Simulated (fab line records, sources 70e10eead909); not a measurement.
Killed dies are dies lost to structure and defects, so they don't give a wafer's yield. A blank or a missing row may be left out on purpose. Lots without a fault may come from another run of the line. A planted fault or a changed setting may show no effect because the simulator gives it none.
A struck lot beside a sound one | flow nand_harc | 12 steps out of a route of 1159
Sound: wafers L586.2, L586.3, L586.6. Struck: wafers L578.2, L578.3, L578.5. The cause comes at the end.
At each step with rows: each side's tool, then ch and its chambers, then its first start. Under that, the readings that differ: sound wafers | struck wafers | difference of the means | sigmas: that difference in standard deviations of wafers without a fault.
alike: readings whose means differ by less than 2 such deviations, and words and numbers that are the same on both sides. not compared: withheld readings, readings that some wafer has no value for, bounds like >300 that may hide the same value, and numbers for which the record gives no deviation and whose values overlap.
The two part at a step that has a row with sigmas, a row that says differs or no value, or rows on one side only. Numbers that don't overlap but have no deviation are shown without sigmas and don't part them. A reading that every wafer of one side lacks parts them only if that side has two wafers or more.

NHARC_A_SOURCE_PLATE_THK_MEAS_06: measures by ellipsometry.
  sound on film_metro-02, day 11 03:22; struck on film_metro-01, day 9 07:09
  alike: thk_nm
NHARC_A_SOURCE_PLATE_INSPECT_08:
  sound on defect_inspect-02, day 11 03:27; struck on defect_inspect-01, day 9 07:14
  alike: raw_defect_count
then, 1 step without rows for these wafers: NHARC_A_ONON_D1_DEP_00 (target thk 1000 nm).
NHARC_A_ONON_D1_THK_MEAS_02: measures by ellipsometry.
  sound on film_metro-01, day 11 04:02; struck on film_metro-01, day 9 08:07
  alike: thk_nm
then, 1 step without rows for these wafers: NHARC_A_ONON_D1_DEP_03 (target thk 1000 nm).
NHARC_A_ONON_D1_THK_MEAS_05: measures by ellipsometry.
  sound on film_metro-02, day 11 04:36; struck on film_metro-01, day 9 08:41
  alike: thk_nm
then, 1 step without rows for these wafers: NHARC_A_ONON_D1_DEP_06 (target thk 1000 nm).
NHARC_A_ONON_D1_THK_MEAS_08: measures by ellipsometry.
  sound on film_metro-02, day 11 05:10; struck on film_metro-01, day 9 09:15
  alike: thk_nm
then, 1 step without rows for these wafers: NHARC_A_ONON_D1_DEP_09 (target thk 1000 nm).
NHARC_A_ONON_D1_THK_MEAS_11: measures by ellipsometry.
  sound on film_metro-01, day 11 05:44; struck on film_metro-01, day 9 09:49
  reading     | sound          | struck      | difference | sigmas
  thk_nm (nm) | 1010 1011 1010 | 987 990 989 | -22        | -2
NHARC_A_ONON_D1_DEP_12: target thk 1000 nm.
  sound on pecvd_onon-02 ch 0, day 11 05:50; struck on pecvd_onon-04 ch 0, day 9 09:56
  alike: susceptor_temp_C
NHARC_A_ONON_D1_THK_MEAS_14: measures by ellipsometry.
  sound on film_metro-02, day 11 06:17; struck on film_metro-01, day 9 10:32
  reading     | sound       | struck         | difference | sigmas
  thk_nm (nm) | 990 990 991 | 1512 1510 1512 | +521       | +43
  not compared: hold

WHERE THEY PART
First at NHARC_A_ONON_D1_THK_MEAS_11; last, within this record, at NHARC_A_ONON_D1_THK_MEAS_14.

WHY: what the simulator had put in
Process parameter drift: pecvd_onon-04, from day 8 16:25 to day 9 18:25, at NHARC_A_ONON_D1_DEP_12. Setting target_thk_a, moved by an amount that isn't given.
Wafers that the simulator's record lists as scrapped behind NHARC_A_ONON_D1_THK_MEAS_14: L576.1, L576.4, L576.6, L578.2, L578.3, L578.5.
